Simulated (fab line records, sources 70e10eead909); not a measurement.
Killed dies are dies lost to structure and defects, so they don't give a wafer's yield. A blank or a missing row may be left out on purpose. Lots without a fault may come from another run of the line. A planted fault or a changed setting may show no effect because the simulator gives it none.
fab line records | flow nand_harc
record lots=10 wafers=30 last_day=24
route steps=1159 shown P_CONTACT@240 P_M0@260 END@1159
lots that met no fault: from a run of the same line without faults
start_h: hours from the record's first day to the start of the lot's first wafer shown | wait_h: hours since the lot's step before | " the same as in the row above | L1.1+2: a row that stands for several wafers | - no value, or no start given | * or withheld: withheld | < > ~ a bound
route shown NAME@n: a module of which the file shows steps, and the number in the route of the first | usual: mean/standard deviation of fault-free wafers | same: alike in all rows | chamber/n: place in a boat | sites: the reading at each site | _std_site: their standard deviation | _edge_site: outer sites' mean less inner sites' | radius_mm: how far each site lies from the wafer's centre | mask NAME#n: copy n | behind: the tool/chamber that last shaped the wafer | hold: why the lot was held/for how many hours/how that ended | device: the transistor (n, p or np) that didn't switch | end of line: the same wafers' tests at the end of the route | a step without rows: its recipe alone | killed: dies lost to structure and defects at the first sort, not the wafer's yield | map: a wafer's dies, x killed, . not, _ none there
set.NAME: the setting as run; set.NAME@STEP: as run at that earlier step | model.NAME: the simulator's own value behind a step, which no gauge read
steps of the route over a sample of lots; a table a step, a row a wafer
services: from which hour (start_h, from the record's first day; less than 0 if before it) a tool's chamber was out of use, for how many hours, and why
## steps
# step NHARC_P_CONTACT_ETCH_31
# recipe target_depth_a=300 time_s=85.7 ion_energy_ev=120 over_etch_frac=1 ch3f_flow_sccm=50 o2_flow_sccm=30 ar_flow_sccm=200 rf_w=500 bias_w=100 chemistry=CH3F/O2
# usual drypump_motor_current_A=5.6/0.49 oes_product_au=0.982/0.012 rf_vpp_V=244.5/1.3 showerhead_plenum_p_Torr=2.46/0.076 throttle_valve_pct=20.662/0.0098
# columns lot.wafer tool chamber start_h wait_h drypump_motor_current_A oes_product_au rf_hours_counter_h rf_vpp_V showerhead_plenum_p_Torr throttle_valve_pct
L332.1 rie_diel-06 2 - - 5.0 0.981 4 245.0 2.47 20.665
L332.4 " 0 " " 5.8 0.984 4 244.4 2.41 20.668
L332.5 " 2 " " 5.0 0.984 - 244.4 2.47 20.672
L334.1 rie_diel-06 3 - - 6.0 1.000 6 242.4 2.38 20.651
L334.2 " 1 " " 6.1 0.980 6 245.1 2.46 20.662
L334.6 " 0 " " 5.8 1.001 - 244.6 2.41 20.658
L333.4 rie_diel-09 3 - - 5.4 0.979 4 244.0 2.48 20.650
L333.2 " 0 " " 5.1 0.989 5 246.4 2.60 20.661
L333.6 " 3 " " 5.4 0.975 - 245.0 2.48 20.660
L336.3 rie_diel-09 1 - - 5.1 0.966 5 243.4 2.50 20.689
L336.4 " 2 " " 6.5 0.991 4 244.9 2.36 20.674
L336.5 " 0 " " 5.1 0.954 - 245.3 2.60 20.668
L337.3 rie_diel-09 3 - - 5.4 0.981 5 245.1 2.48 20.669
L337.2 " 1 " " 5.1 0.988 6 244.6 2.50 20.672
L337.5 " 2 " " 6.5 0.985 - 242.8 2.36 20.664
L342.4 rie_diel-09 3 - - 5.5 0.956 9 244.2 2.48 20.657
L342.1 " 1 " " 5.1 0.974 8 245.4 2.50 20.680
L342.6 " 3 " " 5.4 0.954 - 243.4 2.48 20.651
L341.2 rie_diel-09 0 - - 5.1 0.975 9 246.2 2.60 20.658
L341.4 " 3 " " 5.4 1.002 9 244.0 2.48 20.671
L341.5 " 1 " " 5.1 0.997 - 245.7 2.50 20.668
L343.3 rie_diel-09 3 - - 5.4 0.984 12 244.6 2.48 20.665
L343.1 " 1 " " 5.1 0.987 12 243.9 2.50 20.656
L343.6 " 0 " " 5.1 0.983 - 245.5 2.60 20.659
L352.4 rie_diel-09 2 - - 6.5 0.987 15 243.7 2.36 20.653
L352.6 " 0 " " 5.1 0.986 - 246.6 2.60 20.659
L352.5 " 1 " " 5.1 0.993 - 245.5 2.50 20.657
L353.2 rie_diel-09 3 - - 5.4 0.982 17 245.9 2.48 20.663
L353.6 " 1 " " 5.1 0.990 - 244.6 2.50 20.672
L353.5 " 2 " " 6.5 0.990 - 244.1 2.36 20.674
# step NHARC_P_CONTACT_DEGAS_38
# recipe temp_c=300 time_s=60
# usual heater_power_w=465/36
# columns lot.wafer tool chamber start_h wait_h heater_power_w
L332.4 pvd_sputter-03 - 112.83 - 469
L332.1 " - " " 464
L332.5 " - " " 483
L334.2 pvd_sputter-03 - 129.21 - 474
L334.1 " - " " 491
L334.6 " - " " 466
L333.2 pvd_sputter-01 - 134.41 - 523
L333.4 " - " " 498
L333.6 " - " " 527
L336.4 pvd_sputter-03 - 135.04 - 461
L336.3 " - " " 487
L336.5 " - " " 459
L337.3 pvd_sputter-02 - 143.72 - 480
L337.2 " - " " 438
L337.5 " - " " 456
L342.1 pvd_sputter-03 - 164.09 - 410
L342.4 " - " " 473
L342.6 " - " " 423
L341.4 pvd_sputter-02 - 165.11 - 509
L341.2 " - " " 450
L341.5 " - " " 499
L343.1 pvd_sputter-03 - 195.59 - 485
L343.3 " - " " 428
L343.6 " - " " 476
L352.4 pvd_sputter-03 - 231.52 - 468
L352.5 " - " " 468
L352.6 " - " " 499
L353.2 pvd_sputter-03 - 238.84 - 461
L353.5 " - " " 477
L353.6 " - " " 422
# step NHARC_P_CONTACT_CMP_24
# recipe t_overpolish_s=30 target_thk_nm=200
# usual motor_current_A=12.2/1.4 overpolish_run_s=29.999/0.0089 time_to_endpoint_s=41.2/2.5
# columns lot.wafer tool chamber start_h wait_h motor_current_A overpolish_run_s time_to_endpoint_s
L332.4 cmp-02 3 113.96 0.4 10.8 30.006 45.6
L332.1 " 0 " " 14.4 29.997 42.2
L332.5 " 3 " " 11.1 30.016 40.6
L334.2 cmp-02 0 135.51 0.6 13.1 30.002 43.8
L334.1 " 1 " " 13.8 29.995 43.5
L334.6 " 2 " " 12.6 30.004 45.1
L333.4 cmp-04 0 136.63 0.3 11.9 30.004 39.5
L333.2 " 1 " " 13.4 30.014 35.8
L333.6 " 2 " " 11.2 30.021 37.8
L336.3 cmp-04 3 138.59 0.3 10.7 29.992 40.8
L336.4 " 1 " " 13.4 30.007 39.4
L336.5 " 0 " " 12.3 30.007 41.5
L337.2 cmp-01 2 144.80 0.6 12.7 29.990 37.1
L337.3 " 1 " " 11.9 29.992 37.4
L337.5 " 3 " " 10.3 30.000 38.8
L342.4 cmp-02 2 167.97 0.3 12.4 29.993 43.7
L342.1 " 0 " " 13.9 30.008 45.8
L342.6 " 2 " " 12.3 29.979 42.9
L341.2 cmp-04 0 170.44 0.6 11.9 29.995 39.6
L341.4 " 1 " " 13.9 29.989 39.1
L341.5 " 3 " " 10.6 30.017 43.1
L343.1 cmp-04 0 197.52 0.5 11.8 29.997 43.3
L343.3 " 1 " " 13.3 29.995 40.4
L343.6 " 2 " " 11.1 29.984 40.7
L352.4 cmp-04 0 232.69 0.4 12.3 29.996 41.2
L352.6 " 1 " " 13.9 30.010 38.7
L352.5 " 2 " " 11.0 29.995 39.9
L353.2 cmp-04 1 240.03 0.6 13.5 30.011 39.0
L353.5 " 2 " " 11.5 29.990 42.0
L353.6 " 3 " " 10.4 29.985 44.3
# step NHARC_P_M0_EXPOSE_06
# recipe na=1.35 target_cd_nm=90 dose_mj=81.28 mask_id=P_M0
# usual exposure_dose_mJ_cm2=81.21/0.091 focus_offset_nm=-0.1/0.57
# columns lot.wafer tool chamber start_h wait_h mask exposure_dose_mJ_cm2 focus_offset_nm
L332.1 arfi_scanner-03 0 115.10 - P_M0#0 81.21 0.7
L332.4 " 0 " " P_M0#0 81.19 0.0
L332.5 " 0 " " P_M0#0 81.11 0.4
L334.1 arfi_scanner-02 0 136.63 - P_M0#0 81.31 0.0
L334.2 " 0 " " P_M0#0 81.16 0.1
L334.6 " 0 " " P_M0#0 81.27 0.0
L333.2 arfi_scanner-01 0 137.75 - P_M0#0 81.35 -0.6
L333.4 " 0 " " P_M0#0 81.20 -0.3
L333.6 " 0 " " P_M0#0 81.21 0.1
L336.3 arfi_scanner-01 0 139.80 - P_M0#0 81.14 -0.5
L336.4 " 0 " " P_M0#0 81.14 -0.7
L336.5 " 0 " " P_M0#0 81.14 -0.5
L337.2 arfi_scanner-01 0 145.85 - P_M0#0 81.17 0.3
L337.3 " 0 " " P_M0#0 81.12 0.0
L337.5 " 0 " " P_M0#0 81.12 0.2
L342.1 arfi_scanner-01 0 169.13 - P_M0#0 81.02 -1.2
L342.4 " 0 " " P_M0#0 81.04 -1.2
L342.6 " 0 " " P_M0#0 81.29 -1.1
L341.2 arfi_scanner-03 0 171.55 - P_M0#0 81.15 0.7
L341.4 " 0 " " P_M0#0 81.13 -0.4
L341.5 " 0 " " P_M0#0 81.18 0.1
L343.1 arfi_scanner-02 0 198.63 - P_M0#0 81.38 -0.3
L343.3 " 0 " " P_M0#0 81.25 0.0
L343.6 " 0 " " P_M0#0 81.17 0.4
L352.4 arfi_scanner-01 0 233.79 - P_M0#0 85.11 1.2
L352.5 " 0 " " P_M0#0 85.04 0.4
L352.6 " 0 " " P_M0#0 85.07 0.5
L353.2 arfi_scanner-01 0 241.03 - P_M0#0 84.35 -0.5
L353.5 " 0 " " P_M0#0 84.26 -1.3
L353.6 " 0 " " P_M0#0 84.33 -1.3
# step NHARC_P_M0_CD_MEAS_09
# recipe target_cd_nm=90 landing_energy_ev=500
# usual cd_nm=89.8/0.56
# columns lot.wafer tool chamber start_h wait_h cd_nm
L332.1 cd_sem-02 0 115.25 - 89.8
L332.4 " 0 " " 90.0
L332.5 " 0 " " 89.5
L334.1 cd_sem-02 0 136.77 - 89.7
L334.2 " 0 " " 88.7
L334.6 " 0 " " 89.8
L333.2 cd_sem-03 0 137.89 - 89.9
L333.4 " 0 " " 90.5
L333.6 " 0 " " 89.2
L336.3 cd_sem-02 0 139.93 - 89.2
L336.4 " 0 " " 89.8
L336.5 " 0 " " 88.9
L337.2 cd_sem-03 0 145.99 - 89.1
L337.3 " 0 " " 89.2
L337.5 " 0 " " 88.9
L342.1 cd_sem-02 0 169.27 - 90.1
L342.4 " 0 " " 89.9
L342.6 " 0 " " 89.0
L341.2 cd_sem-03 0 171.69 - 89.6
L341.4 " 0 " " 90.0
L341.5 " 0 " " 89.6
L343.1 cd_sem-01 0 198.77 - 89.6
L343.3 " 0 " " 89.5
L343.6 " 0 " " 89.9
L352.4 cd_sem-03 0 233.93 - 92.9
L352.5 " 0 " " 92.9
L352.6 " 0 " " 93.6
L353.2 cd_sem-01 0 241.18 - 92.0
L353.5 " 0 " " 92.5
L353.6 " 0 " " 92.7
# step NHARC_P_M0_OVL_MEAS_10
# recipe pitch_nm=180
# usual overlay_x_nm=0.0/1.1 overlay_y_nm=0.0/0.6
# columns lot.wafer tool chamber start_h wait_h overlay_x_nm overlay_y_nm
L332.1 overlay-01 - 115.33 - 1.3 -0.4
L332.4 " - " " 1.5 -0.7
L332.5 " - " " 2.2 -0.4
L334.1 overlay-02 - 136.86 - 0.6 -0.1
L334.2 " - " " 0.5 -0.6
L334.6 " - " " 0.8 -0.1
L333.2 overlay-01 - 137.97 - 0.2 0.3
L333.4 " - " " 0.4 0.8
L333.6 " - " " 0.0 0.3
L336.3 overlay-01 - 140.02 - -0.3 0.3
L336.4 " - " " -0.3 0.1
L336.5 " - " " 0.3 -0.3
L337.2 overlay-01 - 146.07 - -0.7 -0.9
L337.3 " - " " -1.0 -0.7
L337.5 " - " " -0.3 -1.1
L342.1 overlay-02 - 169.36 - 0.2 0.4
L342.4 " - " " 1.1 0.7
L342.6 " - " " 1.2 0.7
L341.2 overlay-02 - 171.78 - 0.6 0.7
L341.4 " - " " 0.3 0.6
L341.5 " - " " 0.4 0.6
L343.1 overlay-02 - 198.86 - 0.4 -0.6
L343.3 " - " " 0.7 -0.4
L343.6 " - " " 0.6 -0.6
L352.4 overlay-01 - 234.01 - 10.5 0.3
L352.5 " - " " 10.0 0.3
L352.6 " - " " 10.3 0.2
L353.2 overlay-02 - 241.26 - 13.1 0.2
L353.5 " - " " 13.0 -0.1
L353.6 " - " " 12.5 0.3
# step NHARC_END_SORT_01
# recipe temp_c=25
# usual defect_limited_yield=95.6/1.7 killed_at_array=27/11 killed_at_other=0.7/0.93 killed_at_periphery=2.9/1.9 killed_dies=30/11 killed_open=3.1/1.7 killed_short=1.9/1.3 sort_bin_2_pct=1.4/0.68 sort_bin_3_pct=0.28/0.25 sort_bin_4_pct=2.8/1.1 sort_n_pass=647/11 sort_rim_yield_pct=95.4/2.7 sort_yield_pct=95.6/1.7
# same gross_dies=677 sort_bin_5_pct[%]=0 sort_bin_6_pct[%]=0 sort_bin_7_pct[%]=0 sort_bin_8_pct[%]=0 sort_rim_n_gross=106.00
# columns lot.wafer tool chamber start_h wait_h defect_limited_yield[%] killed_at_array killed_at_other killed_at_periphery killed_dies killed_open killed_short sort_bin_2_pct[%] sort_bin_3_pct[%] sort_bin_4_pct[%] sort_n_pass sort_rim_yield_pct[%] sort_yield_pct[%]
L332.1 prober-02 0 437.03 2.5 97.9 11 1 2 14 2 2 0.7 0 1.3 663 97.2 97.9
L332.4 prober-02 0 439.44 3.4 97.3 12 2 4 18 5 3 0.9 0.15 1.6 659 97.2 97.3
L332.5 prober-02 0 440.24 3.7 96.9 16 0 5 21 5 1 0.9 0.44 1.8 656 98.1 96.9
L334.1 prober-02 0 444.89 2.5 96.9 16 1 4 21 2 1 1.0 0.44 1.6 656 93.4 96.9
L334.2 prober-02 0 445.68 2.8 96.2 19 3 4 26 5 0 1.6 0 2.2 651 99.1 96.2
L334.6 prober-02 0 448.83 3.9 97.6 13 2 1 16 1 1 1.0 0.30 1.0 661 98.1 97.6
L333.2 prober-01 0 445.19 2.8 94.8 30 1 4 35 2 2 1.2 0 4.0 642 93.4 94.8
L333.4 prober-01 0 446.78 3.4 93.4 38 1 6 45 4 1 3.0 0.15 3.5 632 97.2 93.4
L333.6 prober-01 0 448.38 4.0 93.6 40 0 3 43 2 2 2.1 0.74 3.5 634 94.3 93.6
L336.3 prober-01 0 453.75 3.1 97.9 11 0 3 14 4 3 0.6 0.30 1.2 663 97.2 97.9
L336.4 prober-01 0 454.54 3.4 98.4 8 0 3 11 4 1 0.7 0 0.9 666 99.1 98.4
L336.5 prober-01 0 455.34 3.7 97.6 12 0 4 16 5 3 1.2 0 1.2 661 98.1 97.6
L337.2 prober-01 0 464.54 2.8 95.3 28 3 1 32 2 2 0.6 0.30 3.8 645 96.2 95.3
L337.3 prober-01 0 465.34 3.1 93.6 38 2 3 43 1 4 1.6 0.15 4.6 634 91.5 93.6
L337.5 prober-01 0 466.94 3.7 95.3 29 0 3 32 4 2 0.6 0.89 3.2 645 98.1 95.3
L341.2 prober-02 0 489.63 2.8 97.2 16 1 2 19 2 3 1.0 0.15 1.6 658 98.1 97.2
L341.4 prober-02 0 491.24 3.4 97.5 13 0 4 17 2 2 1.2 0 1.3 660 100.0 97.5
L341.5 prober-02 0 492.05 3.7 97.3 14 1 3 18 5 0 1.2 0 1.5 659 95.3 97.3
L342.1 prober-01 0 490.04 2.5 95.6 30 0 0 30 3 2 1.0 0.30 3.1 647 96.2 95.6
L342.4 prober-01 0 492.44 3.4 96.5 24 0 0 24 2 3 1.2 0.15 2.2 653 97.2 96.5
L342.6 prober-01 0 494.04 4.0 94.5 37 0 0 37 4 4 1.5 0 4.0 640 98.1 94.5
L343.1 prober-01 0 523.01 2.5 97.2 16 0 3 19 2 1 0.3 0.30 2.2 658 95.3 97.2
L343.3 prober-01 0 524.63 3.1 96.6 20 0 3 23 2 4 1.8 0.15 1.5 654 95.3 96.6
L343.6 prober-01 0 527.06 4.0 95.0 29 0 5 34 5 4 1.5 0.30 3.2 643 97.2 95.0
L353.2 prober-01 0 568.37 2.8 95.3 25 1 6 32 6 1 0.9 0.15 3.7 645 91.5 95.3
L353.5 prober-01 0 570.77 3.7 96.5 21 0 3 24 6 1 0.7 0 2.8 653 92.5 96.5
L353.6 prober-01 0 571.57 4.0 94.8 34 0 1 35 4 2 1.6 0.30 3.2 642 93.4 94.8
L352.4 prober-02 0 569.96 3.4 97.6 14 1 1 16 3 1 0.4 0 1.9 661 96.2 97.6
L352.5 prober-02 0 570.75 3.7 96.2 22 1 3 26 3 1 1.5 0.15 2.2 651 92.5 96.2
L352.6 prober-02 0 571.55 4.0 96.6 21 0 2 23 4 2 0.6 0.30 2.5 654 92.5 96.6
# killed by level:class
L332.1 A_STAIRCASE:chamber_film_flake=3 P_M2:chamber_film_flake=2 A_CHANNEL_HOLE_D1:chamber_film_flake=2 A_SLIT:chamber_film_flake=2 A_ONON_D1:geometric_particle:short=1 A_ONON_D1:geometric_particle:open=1 A_WL_FILL:geometric_particle:short=1 A_M1:geometric_particle:open=1
L332.4 A_CHANNEL_HOLE_D1:chamber_film_flake=2 A_STAIRCASE:chamber_film_flake=2 A_CONTACT:chamber_film_flake=2 P_CONTACT:geometric_particle:open=1 P_BONDPAD:geometric_particle:open=1 A_ONON_D1:geometric_particle:short=1 A_CHANNEL_HOLE_D1:geometric_particle:open=1 A_CHANNEL_FILL_D1:geometric_particle:short=1
L332.5 A_STAIRCASE:chamber_film_flake=4 A_CONTACT:geometric_particle:open=2 P_STI:chamber_film_flake=2 P_M2:chamber_film_flake=2 A_CHANNEL_HOLE_D1:chamber_film_flake=2 A_SLIT:chamber_film_flake=2 P_M2:geometric_particle:open=1 A_CHANNEL_FILL_D1:geometric_particle:open=1
L334.1 A_SLIT:chamber_film_flake=7 A_CHANNEL_HOLE_D1:chamber_film_flake=4 A_CONTACT:chamber_film_flake=2 P_CONTACT:geometric_particle:open=1 A_ONON_D1:geometric_particle:short=1 A_BLC:geometric_particle:open=1 P_ZERO_WELL:chamber_film_flake=1 P_STI:chamber_film_flake=1
L333.2 A_CHANNEL_HOLE_D1:chamber_film_flake=11 A_STAIRCASE:chamber_film_flake=7 A_SLIT:chamber_film_flake=7 P_STI:chamber_film_flake=3 A_CONTACT:chamber_film_flake=2 A_CONTACT:geometric_particle:open=1 A_M0:geometric_particle:open=1 A_M0:geometric_particle:short=1
L334.2 A_SLIT:chamber_film_flake=7 A_STAIRCASE:chamber_film_flake=6 THIN_TSV:chamber_film_flake=3 P_ZERO_WELL:chamber_film_flake=2 A_CHANNEL_HOLE_D1:chamber_film_flake=2 P_GATE:geometric_particle:open=1 P_M1:geometric_particle:open=1 A_ONON_D1:geometric_particle:open=1
L333.4 A_SLIT:chamber_film_flake=14 A_CHANNEL_HOLE_D1:chamber_film_flake=13 A_STAIRCASE:chamber_film_flake=6 P_GATE:chamber_film_flake=3 P_STI:chamber_film_flake=2 P_CONTACT:geometric_particle:open=1 A_ONON_D1:geometric_particle:open=1 A_CHANNEL_FILL_D1:geometric_particle:open=1
L333.6 A_SLIT:chamber_film_flake=15 A_CHANNEL_HOLE_D1:chamber_film_flake=13 A_STAIRCASE:chamber_film_flake=7 P_STI:chamber_film_flake=2 A_SOURCE_PLATE:geometric_particle:short=1 A_ONON_D1:geometric_particle:short=1 A_CHANNEL_FILL_D1:geometric_particle:open=1 A_CONTACT:geometric_particle:open=1
L334.6 A_SLIT:chamber_film_flake=5 A_STAIRCASE:chamber_film_flake=4 A_CHANNEL_HOLE_D1:chamber_film_flake=2 THIN_TSV:chamber_film_flake=2 P_CONTACT:geometric_particle:short=1 A_WL_FILL:geometric_particle:open=1 A_CONTACT:chamber_film_flake=1
L336.3 A_CONTACT:chamber_film_flake=3 P_M2:geometric_particle:open=2 A_ONON_D1:geometric_particle:short=2 A_STAIRCASE:chamber_film_flake=2 P_M1:geometric_particle:open=1 A_WL_FILL:geometric_particle:short=1 A_CONTACT:geometric_particle:open=1 A_CHANNEL_HOLE_D1:chamber_film_flake=1
L336.4 P_GATE:chamber_film_flake=2 P_CONTACT:geometric_particle:open=1 A_CHANNEL_HOLE_D1:geometric_particle:short=1 A_CHANNEL_HOLE_D1:geometric_particle:open=1 A_CONTACT:geometric_particle:open=1 A_M0:geometric_particle:open=1 A_CHANNEL_HOLE_D1:chamber_film_flake=1 A_STAIRCASE:chamber_film_flake=1
L336.5 A_ONON_D1:geometric_particle:short=2 P_GATE:chamber_film_flake=2 A_CHANNEL_HOLE_D1:chamber_film_flake=2 A_STAIRCASE:chamber_film_flake=2 P_CONTACT:geometric_particle:open=1 P_M2:geometric_particle:open=1 A_ONON_D1:geometric_particle:open=1 A_SGD_CUT:geometric_particle:open=1
L337.2 A_CHANNEL_HOLE_D1:chamber_film_flake=12 A_SLIT:chamber_film_flake=6 A_STAIRCASE:chamber_film_flake=3 THIN_TSV:chamber_film_flake=3 A_WL_FILL:chamber_film_flake=2 A_SOURCE_PLATE:geometric_particle:short=1 A_SLIT:geometric_particle:open=1 A_WL_FILL:geometric_particle:open=1
L337.3 A_CHANNEL_HOLE_D1:chamber_film_flake=17 A_SLIT:chamber_film_flake=10 A_STAIRCASE:chamber_film_flake=5 A_WL_FILL:geometric_particle:short=2 A_CONTACT:chamber_film_flake=2 THIN_TSV:chamber_film_flake=2 P_M0:geometric_particle:open=1 A_CHANNEL_FILL_D1:geometric_particle:short=1
L337.5 A_CHANNEL_HOLE_D1:chamber_film_flake=14 A_SLIT:chamber_film_flake=6 A_CONTACT:chamber_film_flake=4 P_M0:geometric_particle:open=1 A_SOURCE_PLATE:geometric_particle:open=1 A_SOURCE_PLATE:geometric_particle:short=1 A_ONON_D1:geometric_particle:open=1 A_CHANNEL_FILL_D1:geometric_particle:short=1
L341.2 A_STAIRCASE:chamber_film_flake=4 A_CONTACT:chamber_film_flake=4 A_CHANNEL_FILL_D1:geometric_particle:open=2 A_CHANNEL_HOLE_D1:chamber_film_flake=2 P_M1:geometric_particle:short=1 A_CHANNEL_FILL_D1:geometric_particle:short=1 A_M0:geometric_particle:short=1 P_GATE:chamber_film_flake=1
L342.1 A_CHANNEL_HOLE_D1:chamber_film_flake=11 A_STAIRCASE:chamber_film_flake=9 A_CHANNEL_FILL_D1:geometric_particle:short=2 A_CONTACT:chamber_film_flake=2 A_ONON_D1:geometric_particle:open=1 A_CHANNEL_FILL_D1:geometric_particle:open=1 A_BLC:geometric_particle:open=1 A_CHANNEL_FILL_D1:chamber_film_flake=1
L341.4 A_STAIRCASE:chamber_film_flake=5 P_GATE:chamber_film_flake=2 A_CHANNEL_HOLE_D1:chamber_film_flake=2 A_CONTACT:chamber_film_flake=2 P_M0:geometric_particle:open=1 A_CHANNEL_FILL_D1:geometric_particle:open=1 A_CHANNEL_FILL_D1:geometric_particle:short=1 A_SGD_CUT:geometric_particle:short=1
L341.5 A_CHANNEL_HOLE_D1:chamber_film_flake=4 A_CONTACT:chamber_film_flake=4 A_STAIRCASE:chamber_film_flake=2 P_CONTACT:geometric_particle:open=1 P_M2:geometric_particle:open=1 A_ONON_D1:geometric_particle:open=1 A_WL_FILL:geometric_particle:open=1 A_M0:geometric_particle:open=1
L342.4 A_CHANNEL_HOLE_D1:chamber_film_flake=10 A_STAIRCASE:chamber_film_flake=6 A_BLC:chamber_film_flake=2 A_CHANNEL_FILL_D1:geometric_particle:short=1 A_SGD_CUT:geometric_particle:short=1 A_WL_FILL:geometric_particle:open=1 A_CONTACT:geometric_particle:short=1 A_BLC:geometric_particle:open=1
L342.6 A_STAIRCASE:chamber_film_flake=13 A_CHANNEL_HOLE_D1:chamber_film_flake=12 A_CONTACT:geometric_particle:short=2 A_WL_FILL:chamber_film_flake=2 A_STAIRCASE:geometric_particle:short=1 A_SGD_CUT:geometric_particle:open=1 A_WL_FILL:geometric_particle:open=1 A_M0:geometric_particle:open=1
L343.1 A_STAIRCASE:chamber_film_flake=5 A_ZERO_WELL:chamber_film_flake=4 A_CHANNEL_HOLE_D1:chamber_film_flake=2 A_WL_FILL:chamber_film_flake=2 P_M0:geometric_particle:open=1 A_CHANNEL_FILL_D1:geometric_particle:open=1 A_M0:geometric_particle:short=1 P_GATE:chamber_film_flake=1
L343.3 A_STAIRCASE:chamber_film_flake=10 A_CHANNEL_HOLE_D1:chamber_film_flake=3 A_ONON_D1:geometric_particle:short=2 A_CONTACT:chamber_film_flake=2 P_GATE:geometric_particle:open=1 P_M2:geometric_particle:short=1 A_M0:geometric_particle:open=1 A_M1:geometric_particle:short=1
L343.6 A_CHANNEL_HOLE_D1:chamber_film_flake=9 A_STAIRCASE:chamber_film_flake=7 A_ZERO_WELL:chamber_film_flake=4 A_CONTACT:geometric_particle:open=2 A_M0:geometric_particle:open=2 P_STI:chamber_film_flake=2 P_CONTACT:geometric_particle:short=1 P_M0:geometric_particle:short=1
L353.2 A_CHANNEL_HOLE_D1:chamber_film_flake=18 P_STI:chamber_film_flake=4 P_M0:geometric_particle:open=2 A_CONTACT:geometric_particle:open=2 A_WL_FILL:geometric_particle:open=1 A_CONTACT:geometric_particle:short=1 STARTING-WAFER:geometric_particle:open=1 A_CHANNEL_FILL_D1:chamber_film_flake=1
L352.4 A_CHANNEL_HOLE_D1:chamber_film_flake=7 A_CHANNEL_FILL_D1:geometric_particle:open=1 A_CHANNEL_FILL_D1:geometric_particle:short=1 A_CONTACT:geometric_particle:open=1 STARTING-WAFER:geometric_particle:open=1 P_M0:chamber_film_flake=1 A_ZERO_WELL:chamber_film_flake=1 A_SGD_CUT:chamber_film_flake=1
L352.5 A_CHANNEL_HOLE_D1:chamber_film_flake=9 A_M0:chamber_film_flake=5 A_SGD_CUT:chamber_film_flake=3 A_CONTACT:chamber_film_flake=3 P_M0:geometric_particle:open=1 P_M2:geometric_particle:open=1 A_CHANNEL_FILL_D1:geometric_particle:open=1 P_BONDPAD:chamber_film_flake=1
L353.5 A_CHANNEL_HOLE_D1:chamber_film_flake=15 A_STAIRCASE:geometric_particle:open=2 A_CONTACT:geometric_particle:open=2 P_CONTACT:geometric_particle:open=1 P_M0:geometric_particle:short=1 A_CHANNEL_HOLE_D1:geometric_particle:open=1 P_STI:chamber_film_flake=1 A_WL_FILL:chamber_film_flake=1
L352.6 A_CHANNEL_HOLE_D1:chamber_film_flake=5 A_SLIT:chamber_film_flake=3 A_WL_FILL:chamber_film_flake=3 A_CONTACT:chamber_film_flake=2 A_M0:chamber_film_flake=2 P_GATE:geometric_particle:open=1 A_SOURCE_PLATE:geometric_particle:open=1 A_CHANNEL_FILL_D1:geometric_particle:short=1
L353.6 A_CHANNEL_HOLE_D1:chamber_film_flake=23 A_STAIRCASE:chamber_film_flake=3 A_CHANNEL_FILL_D1:geometric_particle:short=2 A_WL_FILL:geometric_particle:open=2 A_CHANNEL_FILL_D1:geometric_particle:open=1 A_CONTACT:geometric_particle:open=1 P_GATE:chamber_film_flake=1 A_CHANNEL_FILL_D1:chamber_film_flake=1
## services
# columns tool chamber start_h hours kind
pvd_sputter-03 - 102.04 10.0 pm
cmp-04 - 105.16 4.0 pm
rie_diel-09 0 110.60 - clean
cmp-01 - 115.17 4.5 repair
rie_diel-06 1 122.87 5.4 repair
cmp-02 - 128.51 4.0 pm
cmp-01 - 128.83 1.2 repair
cmp-04 - 132.20 2.1 repair
pvd_sputter-01 - 139.91 1.7 repair
arfi_scanner-03 - 140.00 4.0 pm
cmp-04 - 147.88 1.0 repair
rie_diel-09 0 148.17 5.7 repair
rie_diel-06 1 150.62 12.8 repair
arfi_scanner-03 - 154.18 2.0 repair
pvd_sputter-01 - 158.00 10.0 pm
cmp-01 - 179.50 4.0 pm
arfi_scanner-03 - 183.05 2.0 repair
pvd_sputter-02 - 191.74 1.7 repair
arfi_scanner-01 - 196.00 4.0 pm
pvd_sputter-01 - 197.77 0.6 repair
rie_diel-06 2 198.34 18.5 repair
cmp-04 - 203.16 4.0 pm
pvd_sputter-02 - 215.13 10.0 pm
cmp-02 - 226.51 4.0 pm
## key
first_sign step=NHARC_P_M0_EXPOSE_06 reading=exposure_dose_mJ_cm2 direction=up sigmas=38 usual=81.21 struck=84.69
effect step=NHARC_P_M0_CD_MEAS_09 reading=cd_nm direction=up sigmas=5.2 usual=89.8 struck=92.8 through=control_loop
effect step=NHARC_P_M0_OVL_MEAS_10 reading=overlay_x_nm direction=up sigmas=11 usual=0.0 struck=11.6 through=control_loop
met_at NHARC_P_M0_EXPOSE_06
struck_lots L352,L353
loop_trim step=NHARC_P_M0_EXPOSE_06 setting=dose lots=L352,L353
not_acting_at NHARC_P_CONTACT_ETCH_31,NHARC_P_CONTACT_DEGAS_38,NHARC_P_CONTACT_CMP_24
onset_between 169.13 233.79
fault kind=scanner_matching_overlay tool=arfi_scanner-01 chamber=- onset_h=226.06 steps=NHARC_P_M0_EXPOSE_06 offset=10.557
# loop_trim: a control loop set the setting to another value than it would have without faults
